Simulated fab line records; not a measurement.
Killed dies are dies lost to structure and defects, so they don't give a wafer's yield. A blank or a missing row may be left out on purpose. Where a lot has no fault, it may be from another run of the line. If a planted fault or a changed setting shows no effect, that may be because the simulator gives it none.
fab line records	flow n5_finfet
record lots=24	wafers=72	last_day=17
route steps=1938 shown WELL_APT@56 PMOS_HMC_CHANNEL_EPI@87 FIN_SAQP@97
lots that met no fault: taken from a fault-free run of the same line
start_h: start of the lot's first displayed wafer, in hours after the record's first day	wait_h: hours elapsed since this lot's preceding step	" the same as in the row above	L1.1+2: one row covering several wafers at once	- no value present, or no start provided	* or withheld: withheld	< > ~ a bound
route shown NAME@n: NAME is a module with steps in the file, n the number in the route of the first one	usual: mean/standard deviation taken from wafers without a fault	same: alike in all rows	chamber/n: place in a boat	sites: per-site readings	_std_site: how widely they spread, as a standard deviation	_edge_site: outer sites' mean less inner sites'	radius_mm: how far each site lies from the wafer's centre	mask NAME#n: copy n	behind: tool/chamber where the wafer was last shaped	hold: why the lot was held/for how many hours/how that ended	device: the n, p or np transistor that did not switch	end of line: the same wafers' tests at the end of the route	where a step has no rows: the recipe by itself	killed: count of dies lost to structure and defects at first sort (not the wafer's yield)	map: a wafer's dies, marking killed ones x, the rest . and places with no die _
set.NAME: the setting the step ran with; set.NAME@STEP: the setting that earlier step ran with	model.NAME: the simulator's own value behind a step, which no gauge read
steps of the route over a sample of lots; a table a step, a row a wafer
services: the hour from which a tool's chamber was out of use, counted from the record's first day as start_h (under 0 if before that day), plus the number of hours and why
## steps
# step N5_WELL_APT_INSPECT_38
# recipe inspect_instrument=darkfield	mode=post_epi
# usual raw_defect_count=14/5.2
lot.wafer	tool	chamber	start_h	wait_h	raw_defect_count
L074.2	defect_inspect-02	-	17.13	0.4	14
L074.5	"	-	"	"	16
L074.6	"	-	"	"	12
L075.1	defect_inspect-02	-	23.04	0.5	18
L075.2	"	-	"	"	21
L075.4	"	-	"	"	18
L076.1	defect_inspect-01	-	28.97	0.5	14
L076.2	"	-	"	"	13
L076.4	"	-	"	"	16
L077.1	defect_inspect-02	-	35.01	0.7	13
L077.4	"	-	"	"	14
L077.6	"	-	"	"	20
L078.1	defect_inspect-02	-	40.95	0.7	18
L078.3	"	-	"	"	17
L078.5	"	-	"	"	22
L079.3	defect_inspect-02	-	47.35	0.3	8
L079.4	"	-	"	"	20
L079.6	"	-	"	"	10
L080.1	defect_inspect-01	-	53.21	0.7	20
L080.2	"	-	"	"	12
L080.6	"	-	"	"	14
L081.3	defect_inspect-01	-	58.84	0.3	6
L081.5	"	-	"	"	6
L081.6	"	-	"	"	7
L082.1	defect_inspect-01	-	64.88	0.7	15
L082.3	"	-	"	"	10
L082.6	"	-	"	"	28
L083.2	defect_inspect-02	-	71.08	0.6	13
L083.5	"	-	"	"	17
L083.6	"	-	"	"	18
L084.1	defect_inspect-01	-	77.30	0.9	12
L084.2	"	-	"	"	23
L084.5	"	-	"	"	21
L085.2	defect_inspect-02	-	83.74	0.7	19
L085.4	"	-	"	"	23
L085.5	"	-	"	"	14
L086.1	defect_inspect-02	-	89.69	0.6	11
L086.2	"	-	"	"	18
L086.6	"	-	"	"	19
L087.1	defect_inspect-01	-	95.51	0.7	10
L087.3	"	-	"	"	11
L087.4	"	-	"	"	10
L088.1	defect_inspect-01	-	101.54	0.9	12
L088.4	"	-	"	"	7
L088.5	"	-	"	"	20
L089.1	defect_inspect-02	-	107.17	0.7	13
L089.2	"	-	"	"	17
L089.6	"	-	"	"	10
L090.1	defect_inspect-01	-	112.91	0.5	15
L090.3	"	-	"	"	17
L090.6	"	-	"	"	14
L091.2	defect_inspect-02	-	119.30	0.4	14
L091.4	"	-	"	"	14
L091.5	"	-	"	"	7
L092.2	defect_inspect-02	-	124.85	0.4	20
L092.4	"	-	"	"	17
L092.5	"	-	"	"	23
L093.1	defect_inspect-02	-	131.76	0.5	6
L093.4	"	-	"	"	10
L093.6	"	-	"	"	3
L094.3	defect_inspect-01	-	137.94	0.4	15
L094.5	"	-	"	"	16
L094.6	"	-	"	"	12
L095.3	defect_inspect-01	-	142.73	0.3	8
L095.5	"	-	"	"	12
L095.6	"	-	"	"	9
L096.1	defect_inspect-01	-	149.38	0.6	14
L096.4	"	-	"	"	13
L096.5	"	-	"	"	18
L097.3	defect_inspect-02	-	154.92	0.3	14
L097.4	"	-	"	"	19
L097.5	"	-	"	"	10
# step N5_PMOS_HMC_CHANNEL_EPI_EPI_26
# recipe material=Si	target_thk_a=38	temp_c=650	precursor=SiH4/H2	pressure_torr=20	time_s=22.7
# usual throttle_valve_pct=11.2/0.38
# same time_s=22.7
lot.wafer	tool	chamber	start_h	wait_h	throttle_valve_pct
L074.2	epi_rpcvd-04	0	21.00	0.1	10.8
L074.5	"	0	"	"	11.2
L074.6	"	0	"	"	11.1
L075.1	epi_rpcvd-04	0	26.90	0.0	10.9
L075.2	"	0	"	"	11.2
L075.4	"	0	"	"	11.0
L076.1	epi_rpcvd-02	0	32.52	0.0	10.4
L076.2	"	0	"	"	10.4
L076.4	"	0	"	"	10.4
L077.1	epi_rpcvd-04	0	38.32	0.0	10.9
L077.4	"	0	"	"	11.0
L077.6	"	0	"	"	11.2
L078.1	epi_rpcvd-03	0	44.04	0.0	11.6
L078.3	"	0	"	"	11.6
L078.5	"	0	"	"	11.5
L079.3	epi_rpcvd-02	0	50.79	0.2	10.7
L079.4	"	0	"	"	10.4
L079.6	"	0	"	"	10.4
L080.1	epi_rpcvd-04	0	56.68	0.0	11.1
L080.2	"	0	"	"	11.2
L080.6	"	0	"	"	11.2
L081.3	epi_rpcvd-04	0	62.24	0.1	11.3
L081.5	"	0	"	"	10.8
L081.6	"	0	"	"	11.1
L082.1	epi_rpcvd-04	0	68.20	0.0	10.9
L082.3	"	0	"	"	10.9
L082.6	"	0	"	"	11.0
L083.2	epi_rpcvd-03	0	74.46	0.1	11.6
L083.5	"	0	"	"	11.5
L083.6	"	0	"	"	11.7
L084.1	epi_rpcvd-04	0	81.15	0.0	11.1
L084.2	"	0	"	"	11.2
L084.5	"	0	"	"	11.0
L085.2	epi_rpcvd-04	0	87.17	0.1	11.1
L085.4	"	0	"	"	11.2
L085.5	"	0	"	"	10.9
L086.1	epi_rpcvd-04	0	93.21	0.0	11.1
L086.2	"	0	"	"	11.1
L086.6	"	0	"	"	11.2
L087.1	epi_rpcvd-03	0	99.34	0.0	11.6
L087.3	"	0	"	"	11.6
L087.4	"	0	"	"	11.8
L088.1	epi_rpcvd-04	0	105.74	0.0	11.4
L088.4	"	0	"	"	11.2
L088.5	"	0	"	"	10.9
L089.1	epi_rpcvd-03	0	111.59	0.0	11.6
L089.2	"	0	"	"	11.7
L089.6	"	0	"	"	11.6
L090.1	epi_rpcvd-03	0	115.84	0.0	11.7
L090.3	"	0	"	"	11.7
L090.6	"	0	"	"	11.6
L091.2	epi_rpcvd-04	0	122.22	0.1	10.7
L091.4	"	0	"	"	11.2
L091.5	"	0	"	"	11.3
L092.2	epi_rpcvd-02	0	128.49	0.1	10.6
L092.4	"	0	"	"	10.7
L092.5	"	0	"	"	10.5
L093.1	epi_rpcvd-03	0	135.23	0.0	11.6
L093.4	"	0	"	"	11.5
L093.6	"	0	"	"	11.5
L094.3	epi_rpcvd-04	0	140.83	0.1	11.2
L094.5	"	0	"	"	11.0
L094.6	"	0	"	"	11.2
L095.3	epi_rpcvd-03	0	145.63	0.2	11.6
L095.5	"	0	"	"	11.6
L095.6	"	0	"	"	11.6
L096.1	epi_rpcvd-04	0	152.30	0.0	11.0
L096.4	"	0	"	"	11.5
L096.5	"	0	"	"	11.1
L097.3	epi_rpcvd-03	0	158.05	0.1	11.5
L097.4	"	0	"	"	11.6
L097.5	"	0	"	"	11.5
# step N5_FIN_SAQP_THK_MEAS_05
# usual thk_nm=37.9/0.45
lot.wafer	tool	chamber	start_h	wait_h	thk_nm
L074.2	film_metro-01	-	22.38	0.1	38.0
L074.5	"	-	"	"	38.3
L074.6	"	-	"	"	38.3
L075.1	film_metro-02	-	28.00	0.1	37.7
L075.2	"	-	"	"	37.7
L075.4	"	-	"	"	38.7
L076.1	film_metro-01	-	34.16	0.1	37.7
L076.2	"	-	"	"	38.0
L076.4	"	-	"	"	38.6
L077.1	film_metro-01	-	39.50	0.1	37.7
L077.4	"	-	"	"	37.7
L077.6	"	-	"	"	38.1
L078.1	film_metro-01	-	45.45	0.1	37.3
L078.3	"	-	"	"	37.5
L078.5	"	-	"	"	38.0
L079.3	film_metro-01	-	51.81	0.1	37.8
L079.4	"	-	"	"	38.1
L079.6	"	-	"	"	38.0
L080.1	film_metro-01	-	57.85	0.1	38.3
L080.2	"	-	"	"	37.9
L080.6	"	-	"	"	38.6
L081.3	film_metro-01	-	63.54	0.1	37.1
L081.5	"	-	"	"	38.2
L081.6	"	-	"	"	37.3
L082.1	film_metro-02	-	69.22	0.1	38.0
L082.3	"	-	"	"	37.4
L082.6	"	-	"	"	39.0
L083.2	film_metro-02	-	75.49	0.1	36.7
L083.5	"	-	"	"	37.9
L083.6	"	-	"	"	38.2
L084.1	film_metro-01	-	83.28	0.1	37.3
L084.2	"	-	"	"	38.1
L084.5	"	-	"	"	38.1
L085.2	film_metro-01	-	90.51	0.1	37.5
L085.4	"	-	"	"	37.8
L085.5	"	-	"	"	37.9
L086.1	film_metro-01	-	95.39	0.1	37.6
L086.2	"	-	"	"	37.8
L086.6	"	-	"	"	38.0
L087.1	film_metro-02	-	100.90	0.1	37.5
L087.3	"	-	"	"	37.8
L087.4	"	-	"	"	38.3
L088.1	film_metro-01	-	107.02	0.1	37.7
L088.4	"	-	"	"	38.0
L088.5	"	-	"	"	37.7
L089.1	film_metro-01	-	112.72	0.1	37.3
L089.2	"	-	"	"	37.2
L089.6	"	-	"	"	37.3
L090.1	film_metro-01	-	116.84	0.1	37.5
L090.3	"	-	"	"	37.4
L090.6	"	-	"	"	38.0
L091.2	film_metro-02	-	124.42	0.1	37.3
L091.4	"	-	"	"	38.2
L091.5	"	-	"	"	37.9
L092.2	film_metro-01	-	130.12	0.1	37.8
L092.4	"	-	"	"	37.6
L092.5	"	-	"	"	38.0
L093.1	film_metro-01	-	136.79	0.1	37.9
L093.4	"	-	"	"	38.4
L093.6	"	-	"	"	38.5
L094.3	film_metro-02	-	141.98	0.1	37.6
L094.5	"	-	"	"	38.1
L094.6	"	-	"	"	37.8
L095.3	film_metro-02	-	147.08	0.1	37.6
L095.5	"	-	"	"	38.3
L095.6	"	-	"	"	38.1
L096.1	film_metro-01	-	153.62	0.1	38.3
L096.4	"	-	"	"	38.4
L096.5	"	-	"	"	38.5
L097.3	film_metro-02	-	159.17	0.1	38.1
L097.4	"	-	"	"	38.1
L097.5	"	-	"	"	37.5
# step N5_FIN_SAQP_HM_DEP_72
# recipe material=SiO2	target_thk_a=120	temp_c=400	precursor=SiH4/N2O	pressure_torr=0.75	rf_w=275	time_s=7.2
# usual heater_power_w=800/80	showerhead_plenum_p_Torr=8.13/0.14
# same time_s=7.2
lot.wafer	tool	chamber	start_h	wait_h	heater_power_w	showerhead_plenum_p_Torr
L074.2	pecvd-01	0	22.62	0.0	768	8.10
L074.5	"	0	"	"	732	8.13
L074.6	"	1	"	"	845	8.28
L075.1	pecvd-03	1	28.24	0.0	725	8.25
L075.2	"	2	"	"	981	8.19
L075.4	"	0	"	"	805	8.00
L076.1	pecvd-01	0	34.41	0.0	756	8.13
L076.2	"	1	"	"	727	8.27
L076.4	"	1	"	"	698	8.25
L077.1	pecvd-01	1	39.74	0.0	844	8.25
L077.4	"	0	"	"	793	8.13
L077.6	"	0	"	"	811	8.12
L078.1	pecvd-01	1	45.70	0.0	855	8.25
L078.3	"	1	"	"	854	8.25
L078.5	"	0	"	"	770	8.11
L079.3	pecvd-02	2	52.05	0.0	806	8.29
L079.4	"	1	"	"	830	7.94
L079.6	"	2	"	"	820	8.31
L080.1	pecvd-03	2	58.09	0.0	981	8.22
L080.2	"	0	"	"	798	7.99
L080.6	"	0	"	"	780	7.99
L081.3	pecvd-02	1	63.85	0.0	841	7.95
L081.5	"	0	"	"	769	7.95
L081.6	"	2	"	"	822	8.30
L082.1	pecvd-02	0	69.47	0.0	691	7.96
L082.3	"	2	"	"	770	8.31
L082.6	"	1	"	"	765	7.95
L083.2	pecvd-01	0	75.73	0.0	760	8.14
L083.5	"	0	"	"	783	8.11
L083.6	"	1	"	"	717	8.26
L084.1	pecvd-01	1	83.52	0.0	723	8.26
L084.2	"	0	"	"	803	8.12
L084.5	"	2	"	"	939	7.85
L085.2	pecvd-03	0	90.75	0.0	797	7.97
L085.4	"	2	"	"	877	8.20
L085.5	"	0	"	"	766	7.98
L086.1	pecvd-03	1	95.63	0.0	742	8.24
L086.2	"	0	"	"	694	7.97
L086.6	"	1	"	"	757	8.26
L087.1	pecvd-03	1	101.16	0.0	730	8.26
L087.3	"	0	"	"	843	7.97
L087.4	"	2	"	"	961	8.22
L088.1	pecvd-02	1	107.27	0.0	880	7.94
L088.4	"	1	"	"	881	7.93
L088.5	"	0	"	"	721	7.95
L089.1	pecvd-02	1	112.98	0.0	784	7.95
L089.2	"	0	"	"	776	7.94
L089.6	"	0	"	"	780	7.94
L090.1	pecvd-03	1	117.08	0.0	739	8.27
L090.3	"	0	"	"	734	7.98
L090.6	"	1	"	"	722	8.26
L091.2	pecvd-01	1	124.67	0.0	791	8.26
L091.4	"	1	"	"	824	8.27
L091.5	"	1	"	"	807	8.25
L092.2	pecvd-02	1	130.37	0.0	859	7.96
L092.4	"	1	"	"	855	7.94
L092.5	"	0	"	"	754	7.96
L093.1	pecvd-01	0	137.03	0.0	819	8.12
L093.4	"	0	"	"	800	8.12
L093.6	"	0	"	"	796	8.11
L094.3	pecvd-03	2	142.22	0.0	1020	8.23
L094.5	"	0	"	"	819	7.99
L094.6	"	2	"	"	979	8.20
L095.3	pecvd-03	0	147.32	0.0	728	7.99
L095.5	"	1	"	"	747	8.28
L095.6	"	0	"	"	737	7.98
L096.1	pecvd-03	1	153.86	0.0	781	8.27
L096.4	"	2	"	"	957	8.22
L096.5	"	0	"	"	695	7.97
L097.3	pecvd-01	1	159.41	0.0	792	8.27
L097.4	"	0	"	"	813	8.12
L097.5	"	1	"	"	774	8.26
# step N5_FIN_SAQP_ETCH_52
# recipe chemistry=N2/H2	target=SOC	target_depth_a=1000	overetch_a=200	mask_material=SiARC	temp_c=40	time_s=150	ion_energy_ev=200	pressure_mtorr=30	source_w=840	bias_w=150	n2_flow_sccm=200	h2_flow_sccm=200	ends=end_point
# usual drypump_motor_current_A=5.5/0.41	n2_flow_sccm=200.0/0.6	oes_product_au=0.72/0.088	rf_vpp_V=524.1/2.1	showerhead_plenum_p_Torr=2.56/0.077	throttle_valve_pct=17.90/0.23
lot.wafer	tool	chamber	start_h	wait_h	drypump_motor_current_A	n2_flow_sccm	oes_product_au	rf_hours_counter_h	rf_vpp_V	showerhead_plenum_p_Torr	throttle_valve_pct
L074.2	rie_diel-02	0	23.38	0.0	5.2	200.0	0.64	219	523.2	2.52	18.10
L074.5	"	3	"	"	5.1	200.8	0.87	-	525.7	2.60	17.71
L074.6	"	2	"	"	5.7	200.6	0.61	-	521.0	2.50	18.18
L075.1	rie_diel-06	2	28.86	0.0	5.4	200.2	0.61	238	519.0	2.40	17.86
L075.2	"	1	"	"	5.4	199.8	0.67	143	526.9	2.66	18.10
L075.4	"	3	"	"	4.9	200.3	0.63	232	524.0	2.50	18.26
L076.1	rie_diel-03	0	35.07	0.0	5.4	201.4	0.66	185	520.1	2.42	17.78
L076.2	"	2	"	"	5.5	201.2	0.73	82	527.4	2.69	17.94
L076.4	"	1	"	"	6.2	200.1	0.65	181	524.7	2.54	18.31
L077.1	rie_diel-02	0	40.40	0.0	5.3	199.6	0.64	226	523.8	2.51	18.11
L077.4	"	0	"	"	5.2	200.3	0.63	-	521.8	2.51	18.09
L077.6	"	3	"	"	5.1	200.4	0.84	-	526.5	2.60	17.71
L078.1	rie_diel-02	0	46.23	0.0	5.2	199.9	0.63	229	522.1	2.51	18.08
L078.3	"	1	"	"	6.2	200.6	0.72	70	525.6	2.59	17.86
L078.5	"	1	"	"	6.2	199.9	0.74	-	524.5	2.59	17.88
L079.3	rie_diel-06	0	52.81	0.0	5.8	200.5	0.67	166	524.3	2.55	17.72
L079.4	"	2	"	"	5.4	200.4	0.61	247	520.3	2.40	17.88
L079.6	"	3	"	"	5.0	200.0	0.63	-	523.6	2.49	18.28
L080.1	rie_diel-02	3	58.73	0.0	5.1	200.5	0.81	13	524.5	2.60	17.74
L080.2	"	1	"	"	6.2	198.9	0.72	76	524.7	2.59	17.89
L080.6	"	3	"	"	5.1	199.2	0.81	-	525.8	2.60	17.73
L081.3	rie_diel-02	0	64.36	0.0	5.3	199.5	0.63	238	523.8	2.51	18.11
L081.5	"	3	"	"	5.1	200.2	0.81	-	524.1	2.60	17.72
L081.6	"	0	"	"	5.2	198.8	0.63	-	523.0	2.51	18.11
L082.1	rie_diel-06	0	70.11	0.0	5.8	200.0	0.66	174	523.4	2.54	17.71
L082.3	"	1	"	"	5.4	200.3	0.65	160	526.4	2.65	18.16
L082.6	"	3	"	"	4.9	200.0	0.62	-	523.5	2.49	18.28
L083.2	rie_diel-06	1	76.67	0.0	5.3	200.0	0.65	163	527.5	2.65	18.15
L083.5	"	3	"	"	4.9	199.5	0.62	-	522.6	2.49	18.28
L083.6	"	1	"	"	5.4	199.7	0.66	-	526.7	2.65	18.15
L084.1	rie_diel-02	3	84.16	0.0	5.1	199.8	0.80	20	524.3	2.60	17.73
L084.2	"	2	"	"	5.8	199.7	0.84	8	521.1	2.49	17.78
L084.5	"	0	"	"	5.2	198.7	0.62	-	522.4	2.51	18.12
L085.2	rie_diel-06	0	91.39	0.0	5.8	199.6	0.66	183	524.1	2.54	17.71
L085.4	"	3	"	"	4.9	200.0	0.62	-	522.4	2.49	18.29
L085.5	"	1	"	"	5.3	200.0	0.65	-	526.3	2.65	18.14
L086.1	rie_diel-03	1	96.87	0.0	6.2	199.8	0.64	204	522.7	2.53	18.35
L086.2	"	3	"	"	6.2	199.8	0.78	52	524.0	2.60	17.65
L086.6	"	2	"	"	5.5	199.3	0.71	-	527.7	2.68	17.99
L087.1	rie_diel-03	0	101.80	0.0	5.4	199.4	0.65	209	519.3	2.41	17.82
L087.3	"	1	"	"	6.2	200.6	0.64	206	523.5	2.53	18.35
L087.4	"	3	"	"	6.2	199.6	0.78	54	524.6	2.60	17.65
L088.1	rie_diel-06	0	107.90	0.0	5.8	199.0	0.65	191	524.8	2.54	17.73
L088.4	"	0	"	"	5.8	199.5	0.65	-	523.4	2.54	17.74
L088.5	"	1	"	"	5.4	200.2	0.64	-	525.5	2.65	18.16
L089.1	rie_diel-06	0	113.62	0.0	5.8	200.1	0.65	194	521.5	2.53	17.75
L089.2	"	2	"	"	5.4	200.2	0.88	5	527.7	2.72	17.47
L089.6	"	2	"	"	5.4	200.7	0.88	-	528.5	2.72	17.44
L090.1	rie_diel-03	0	117.76	0.0	5.4	199.3	0.63	214	519.8	2.40	17.80
L090.3	"	3	"	"	6.2	200.3	0.77	58	524.3	2.59	17.66
L090.6	"	0	"	"	5.4	199.7	0.64	-	520.2	2.40	17.83
L091.2	rie_diel-06	1	125.33	0.0	5.3	200.1	0.64	185	526.1	2.64	18.19
L091.4	"	0	"	"	5.8	199.9	0.64	199	522.7	2.53	17.76
L091.5	"	0	"	"	5.8	200.7	0.64	-	523.9	2.53	17.77
L092.2	rie_diel-02	0	131.03	0.0	5.2	200.1	0.88	4	523.8	2.50	17.70
L092.4	"	1	"	"	6.2	199.7	0.69	104	523.7	2.58	17.93
L092.5	"	2	"	"	5.8	199.9	0.79	-	522.7	2.48	17.83
L093.1	rie_diel-02	0	137.56	0.0	5.3	200.2	0.88	6	524.3	2.50	17.69
L093.4	"	1	"	"	6.2	199.8	0.69	107	523.3	2.58	17.94
L093.6	"	0	"	"	5.2	200.0	0.87	-	523.8	2.50	17.71
L094.3	rie_diel-06	3	143.22	0.0	4.9	200.7	0.84	7	523.4	2.48	17.81
L094.5	"	2	"	"	5.4	198.8	0.85	-	528.2	2.71	17.48
L094.6	"	3	"	"	4.9	200.2	0.85	-	522.1	2.48	17.82
L095.3	rie_diel-02	0	147.94	0.0	5.2	199.8	0.86	10	521.0	2.50	17.72
L095.5	"	0	"	"	5.2	201.0	0.85	-	522.6	2.50	17.71
L095.6	"	3	"	"	5.1	199.5	0.76	-	524.5	2.58	17.80
L096.1	rie_diel-02	2	154.37	0.0	5.7	201.1	0.78	35	521.5	2.48	17.80
L096.4	"	1	"	"	6.2	200.6	0.68	113	524.3	2.58	17.95
L096.5	"	3	"	"	5.1	201.2	0.75	-	526.3	2.58	17.78
L097.3	rie_diel-02	3	160.05	0.0	5.1	200.2	0.75	50	526.2	2.58	17.78
L097.4	"	1	"	"	6.2	199.6	0.68	114	524.3	2.57	17.94
L097.5	"	3	"	"	5.1	200.6	0.75	-	525.9	2.58	17.81
# step N5_FIN_SAQP_HM_OPEN_73
# recipe chemistry=CHF3/O2	target=SiO2	stop_on=a-Si	target_depth_a=120	over_etch_frac=1.8	mask_material=SOC	time_s=16.8	pressure_mtorr=30	source_w=650	bias_w=170	Ar_flow_sccm=200	CHF3_flow_sccm=50	O2_flow_sccm=5	ion_energy_ev=200	ends=end_point
# usual drypump_motor_current_A=5.5/0.41	oes_ar_750_au=0.81/0.099	oes_product_au=0.48/0.059	rf_vpp_V=525/8.3	showerhead_plenum_p_Torr=2.42/0.068	throttle_valve_pct=18.87/0.24
lot.wafer	tool	chamber	start_h	wait_h	drypump_motor_current_A	oes_ar_750_au	oes_product_au	rf_hours_counter_h	rf_vpp_V	showerhead_plenum_p_Torr	throttle_valve_pct
L074.2	rie_diel-02	0	23.48	0.0	5.2	0.73	0.42	219	530	2.39	19.06
L074.5	"	3	"	"	5.1	0.96	0.58	-	531	2.47	18.70
L074.6	"	2	"	"	5.7	0.68	0.41	-	520	2.38	19.20
L075.1	rie_diel-06	2	28.96	0.0	5.4	0.70	0.41	238	523	2.28	18.76
L075.2	"	1	"	"	5.4	0.75	0.45	143	520	2.52	19.10
L075.4	"	3	"	"	4.9	0.69	0.42	233	513	2.37	19.29
L076.1	rie_diel-03	0	35.17	0.0	5.4	0.73	0.44	185	534	2.30	18.82
L076.2	"	2	"	"	5.5	0.80	0.49	82	545	2.53	18.80
L076.4	"	1	"	"	6.2	0.76	0.44	181	527	2.41	19.26
L077.1	rie_diel-02	0	40.51	0.0	5.2	0.73	0.42	226	529	2.39	19.08
L077.4	"	0	"	"	5.2	0.73	0.43	-	530	2.39	19.09
L077.6	"	3	"	"	5.1	0.94	0.58	-	530	2.47	18.70
L078.1	rie_diel-02	0	46.34	0.0	5.2	0.72	0.42	229	530	2.39	19.07
L078.3	"	1	"	"	6.2	0.83	0.50	70	515	2.43	18.77
L078.5	"	1	"	"	6.1	0.83	0.50	-	516	2.43	18.78
L079.3	rie_diel-06	0	52.92	0.0	5.8	0.75	0.44	166	525	2.41	18.68
L079.4	"	2	"	"	5.4	0.69	0.41	247	522	2.28	18.75
L079.6	"	3	"	"	4.9	0.69	0.42	-	512	2.37	19.30
L080.1	rie_diel-02	3	58.83	0.0	5.1	0.91	0.54	13	531	2.47	18.72
L080.2	"	1	"	"	6.2	0.82	0.48	76	516	2.43	18.78
L080.6	"	3	"	"	5.1	0.90	0.55	-	531	2.47	18.74
L081.3	rie_diel-02	0	64.47	0.0	5.2	0.72	0.42	238	530	2.39	19.10
L081.5	"	3	"	"	5.1	0.91	0.54	-	530	2.47	18.73
L081.6	"	0	"	"	5.3	0.71	0.43	-	529	2.39	19.10
L082.1	rie_diel-06	0	70.22	0.0	5.8	0.73	0.44	174	526	2.40	18.70
L082.3	"	1	"	"	5.4	0.74	0.43	160	523	2.52	19.13
L082.6	"	3	"	"	4.9	0.69	0.42	-	513	2.36	19.32
L083.2	rie_diel-06	1	76.78	0.0	5.4	0.73	0.43	163	521	2.52	19.15
L083.5	"	3	"	"	4.9	0.68	0.41	-	514	2.36	19.32
L083.6	"	1	"	"	5.3	0.73	0.44	-	520	2.52	19.14
L084.1	rie_diel-02	3	84.26	0.0	5.1	0.89	0.54	20	531	2.46	18.72
L084.2	"	2	"	"	5.7	0.93	0.56	8	522	2.37	18.80
L084.5	"	0	"	"	5.2	0.71	0.42	-	529	2.38	19.12
L085.2	rie_diel-06	0	91.50	0.0	5.8	0.73	0.45	183	528	2.40	18.72
L085.4	"	3	"	"	4.9	0.68	0.42	-	513	2.36	19.33
L085.5	"	1	"	"	5.4	0.73	0.44	-	520	2.51	19.17
L086.1	rie_diel-03	1	96.97	0.0	6.2	0.74	0.43	204	526	2.40	19.31
L086.2	"	3	"	"	6.2	0.87	0.53	52	510	2.45	18.57
L086.6	"	2	"	"	5.5	0.78	0.48	-	546	2.52	18.85
L087.1	rie_diel-03	0	101.90	0.0	5.4	0.72	0.44	209	533	2.29	18.84
L087.3	"	1	"	"	6.2	0.73	0.43	206	527	2.40	19.30
L087.4	"	3	"	"	6.2	0.87	0.52	54	510	2.45	18.56
L088.1	rie_diel-06	0	108.01	0.0	5.8	0.72	0.43	191	528	2.40	18.74
L088.4	"	0	"	"	5.8	0.72	0.43	-	528	2.40	18.74
L088.5	"	1	"	"	5.3	0.73	0.43	-	519	2.51	19.17
L089.1	rie_diel-06	0	113.72	0.0	5.8	0.72	0.43	194	528	2.40	18.75
L089.2	"	2	"	"	5.4	0.98	0.58	5	531	2.56	18.39
L089.6	"	2	"	"	5.4	0.99	0.58	-	531	2.56	18.37
L090.1	rie_diel-03	0	117.87	0.0	5.4	0.72	0.43	214	532	2.29	18.85
L090.3	"	3	"	"	6.2	0.85	0.52	58	510	2.44	18.58
L090.6	"	0	"	"	5.4	0.71	0.43	-	533	2.29	18.86
L091.2	rie_diel-06	1	125.43	0.0	5.3	0.72	0.42	185	520	2.51	19.19
L091.4	"	0	"	"	5.8	0.72	0.43	199	527	2.39	18.74
L091.5	"	0	"	"	5.8	0.72	0.43	-	528	2.39	18.73
L092.2	rie_diel-02	0	131.13	0.0	5.2	1.00	0.58	4	529	2.38	18.71
L092.4	"	1	"	"	6.2	0.79	0.47	104	515	2.41	18.84
L092.5	"	2	"	"	5.8	0.89	0.53	-	523	2.37	18.85
L093.1	rie_diel-02	0	137.67	0.0	5.2	0.99	0.58	6	531	2.38	18.71
L093.4	"	1	"	"	6.2	0.79	0.46	107	514	2.41	18.83
L093.6	"	0	"	"	5.2	0.99	0.59	-	529	2.38	18.71
L094.3	rie_diel-06	3	143.32	0.0	4.9	0.93	0.57	7	513	2.36	18.88
L094.5	"	2	"	"	5.4	0.95	0.57	-	531	2.56	18.39
L094.6	"	3	"	"	4.9	0.93	0.57	-	514	2.35	18.88
L095.3	rie_diel-02	0	148.05	0.0	5.2	0.99	0.58	10	530	2.38	18.71
L095.5	"	0	"	"	5.2	0.98	0.58	-	529	2.38	18.73
L095.6	"	3	"	"	5.1	0.84	0.51	-	530	2.45	18.77
L096.1	rie_diel-02	2	154.48	0.0	5.7	0.87	0.52	35	521	2.36	18.85
L096.4	"	1	"	"	6.1	0.78	0.46	113	514	2.41	18.85
L096.5	"	3	"	"	5.1	0.85	0.51	-	530	2.45	18.78
L097.3	rie_diel-02	3	160.15	0.0	5.1	0.85	0.51	50	530	2.45	18.79
L097.4	"	1	"	"	6.1	0.78	0.47	114	514	2.41	18.85
L097.5	"	3	"	"	5.1	0.84	0.51	-	530	2.45	18.77
## services
tool	chamber	start_h	hours	kind
rie_diel-02	3	4.37	-	clean
rie_diel-02	3	4.37	-	consumable_replace:focus_ring
rie_diel-02	3	4.37	17.5	scheduled_down
rie_diel-02	3	4.37	17.5	vent_cycle
rie_diel-02	3	26.32	8.0	repair
rie_diel-02	2	28.70	6.8	repair
pecvd-03	-	28.94	7.0	repair
epi_rpcvd-02	-	56.65	34.7	pm
rie_diel-06	2	63.61	-	clean
rie_diel-06	2	63.61	-	consumable_replace:focus_ring
rie_diel-06	2	63.61	-	consumable_replace:showerhead
rie_diel-06	2	63.61	36.8	scheduled_down
rie_diel-06	2	63.61	36.8	vent_cycle
epi_rpcvd-03	-	88.18	2.8	pm
pecvd-01	1	99.92	6.6	repair
rie_diel-06	3	100.73	-	clean
rie_diel-02	0	101.98	-	clean
rie_diel-02	0	101.98	-	consumable_replace:focus_ring
rie_diel-02	0	101.98	18.6	scheduled_down
rie_diel-02	0	101.98	18.6	vent_cycle
pecvd-01	2	124.15	15.7	repair
rie_diel-06	1	126.45	1.2	repair
pecvd-02	-	146.03	14.6	pm
epi_rpcvd-02	-	152.20	6.0	pm
## key
fault none
